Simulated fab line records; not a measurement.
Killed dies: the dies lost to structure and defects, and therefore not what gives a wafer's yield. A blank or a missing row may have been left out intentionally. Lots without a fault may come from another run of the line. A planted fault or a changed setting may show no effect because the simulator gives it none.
Chamber matching	flow n5-finfet	N5_SD_EPI_P_DESCUM_14 on rie-diel-02: 4 sister chambers
The step chemistry O2, time 7.9 s. 4 wafers are shown with their chamber, then 7 later ones without.

== WAFERS, EACH WITH ITS CHAMBER ==
wafer	chamber	throttle-valve-pct (%)
L079.3	0	20.52
L082.6	1	20.04
L090.1	3	20.24
L090.4	2	20.77

== WAFERS MISSING THEIR CHAMBER ==
wafer	throttle-valve-pct (%)
L090.6	20.56
L092.4	20.08
L092.5	20.07
L092.6	20.76
L093.3	20.78
L093.4	20.24
L093.5	20.78

== CHAMBER TAKEN BY EACH ==
wafer	from the rows above	in truth
L090.6	0	0
L092.4	1	1
L092.5	1	1
L092.6	2	2
L093.3	2	2
L093.4	3	3
L093.5	2	2
Correct placement for 7 of the 7. Not placeable from these rows: 0. Wrongly placed: 0.
How it was worked out, from the rows above alone: a wafer's distance from a chamber is the root of the sum, over the readings, of the square of ((its reading less the chamber's mean) divided by the reading's scatter). If the next closest chamber is less than 2 further off than the closest, the wafer can't be placed; otherwise it belongs to the closest. The mean given for a chamber averages the wafers shown for that chamber. The scatter: root of mean squared gap, hidden wafer to nearest shown wafer, with one shown wafer a chamber.
